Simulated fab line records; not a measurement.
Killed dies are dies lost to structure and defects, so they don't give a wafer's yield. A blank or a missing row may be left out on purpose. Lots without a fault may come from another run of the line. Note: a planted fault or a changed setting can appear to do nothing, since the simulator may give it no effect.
Matching of chambers || flow nand_harc || ald_sin-03 running NHARC_P_GATE_ALD_36: 4 sister chambers
The step deposits SiNx, target thk 20 nm, pulse time 60 s, ald cycles 223. 20 wafers are shown with their chamber, then 10 later ones without.

## EACH WAFER AND ITS CHAMBER
{"wafer": "L074.2", "chamber": 1, "heater_power_w (W)": 1029, "precursor_pulse_height_rel": 0.997}
{"wafer": "L074.4", "chamber": 2, "heater_power_w (W)": 793, "precursor_pulse_height_rel": 1.015}
{"wafer": "L074.1", "chamber": 0, "heater_power_w (W)": 1133, "precursor_pulse_height_rel": 0.991}
{"wafer": "L076.4", "chamber": 2, "heater_power_w (W)": 812, "precursor_pulse_height_rel": 0.999}
{"wafer": "L076.1", "chamber": 3, "heater_power_w (W)": 858, "precursor_pulse_height_rel": 0.996}
{"wafer": "L076.5", "chamber": 3, "heater_power_w (W)": 853, "precursor_pulse_height_rel": 1.018}
{"wafer": "L079.2", "chamber": 3, "heater_power_w (W)": 865, "precursor_pulse_height_rel": 1.006}
{"wafer": "L079.1", "chamber": 0, "heater_power_w (W)": 1139, "precursor_pulse_height_rel": 0.999}
{"wafer": "L079.3", "chamber": 2, "heater_power_w (W)": 797, "precursor_pulse_height_rel": 0.996}
{"wafer": "L079.6", "chamber": 3, "heater_power_w (W)": 831, "precursor_pulse_height_rel": 0.966}
{"wafer": "L079.4", "chamber": 0, "heater_power_w (W)": 1158, "precursor_pulse_height_rel": 0.954}
{"wafer": "L079.5", "chamber": 2, "heater_power_w (W)": 814, "precursor_pulse_height_rel": 0.994}
{"wafer": "L082.4", "chamber": 1, "heater_power_w (W)": 1024, "precursor_pulse_height_rel": 0.979}
{"wafer": "L082.3", "chamber": 2, "heater_power_w (W)": 840, "precursor_pulse_height_rel": 0.996}
{"wafer": "L082.5", "chamber": 0, "heater_power_w (W)": 1130, "precursor_pulse_height_rel": 1.016}
{"wafer": "L085.4", "chamber": 1, "heater_power_w (W)": 1001, "precursor_pulse_height_rel": 1.038}
{"wafer": "L085.1", "chamber": 2, "heater_power_w (W)": 831, "precursor_pulse_height_rel": 1.028}
{"wafer": "L085.3", "chamber": 3, "heater_power_w (W)": 829, "precursor_pulse_height_rel": 1.014}
{"wafer": "L089.1", "chamber": 3, "heater_power_w (W)": 857, "precursor_pulse_height_rel": 0.959}
{"wafer": "L089.2", "chamber": 1, "heater_power_w (W)": 1018, "precursor_pulse_height_rel": 0.991}

SIGNATURES (averages over the wafers above)
{"reading": "heater_power_w", "chamber 0": 1140.00, "chamber 1": 1018.00, "chamber 2": 814.50, "chamber 3": 848.83, "scatter within a chamber": 15.3}
{"reading": "precursor_pulse_height_rel", "chamber 0": 0.99000, "chamber 1": 1.00125, "chamber 2": 1.00467, "chamber 3": 0.99317, "scatter within a chamber": 0.0225}
Rule: distance of a wafer from a chamber = root of the sum over the readings of ((wafer's reading minus chamber's mean) / reading's scatter) squared. The wafer belongs to the nearest chamber; if the next one is less than 2 further off, it can't be placed. The scatter: take each reading less its chamber's mean, square it, sum over the shown wafers, divide by the number of wafers less the number of chambers, and take the root.

## WAFERS WHOSE CHAMBER IS MISSING
{"wafer": "L089.6", "heater_power_w (W)": 858, "precursor_pulse_height_rel": 0.992}
{"wafer": "L091.4", "heater_power_w (W)": 849, "precursor_pulse_height_rel": 1.016}
{"wafer": "L091.1", "heater_power_w (W)": 851, "precursor_pulse_height_rel": 0.985}
{"wafer": "L091.2", "heater_power_w (W)": 1162, "precursor_pulse_height_rel": 0.980}
{"wafer": "L093.2", "heater_power_w (W)": 855, "precursor_pulse_height_rel": 1.010}
{"wafer": "L093.1", "heater_power_w (W)": 1156, "precursor_pulse_height_rel": 0.975}
{"wafer": "L093.5", "heater_power_w (W)": 858, "precursor_pulse_height_rel": 0.986}
{"wafer": "L095.2", "heater_power_w (W)": 1021, "precursor_pulse_height_rel": 0.999}
{"wafer": "L095.4", "heater_power_w (W)": 882, "precursor_pulse_height_rel": 1.025}
{"wafer": "L095.5", "heater_power_w (W)": 1138, "precursor_pulse_height_rel": 0.977}

## THE CHAMBER EACH PASSED THROUGH
{"wafer": "L089.6", "from the rows above": 3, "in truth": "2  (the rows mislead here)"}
{"wafer": "L091.4", "from the rows above": "can't be placed: 3 or 2", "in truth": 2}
{"wafer": "L091.1", "from the rows above": 3, "in truth": 3}
{"wafer": "L091.2", "from the rows above": 0, "in truth": 0}
{"wafer": "L093.2", "from the rows above": "can't be placed: 3 or 2", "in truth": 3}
{"wafer": "L093.1", "from the rows above": 0, "in truth": 0}
{"wafer": "L093.5", "from the rows above": 3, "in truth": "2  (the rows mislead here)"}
{"wafer": "L095.2", "from the rows above": 1, "in truth": 1}
{"wafer": "L095.4", "from the rows above": "can't be placed: 3 or 2", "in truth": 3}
{"wafer": "L095.5", "from the rows above": 0, "in truth": 0}
Correct placement for 5 of the 10. Can't be placed from these rows: 3 (the true chamber is among the candidates in 3). Placed wrongly: 2.
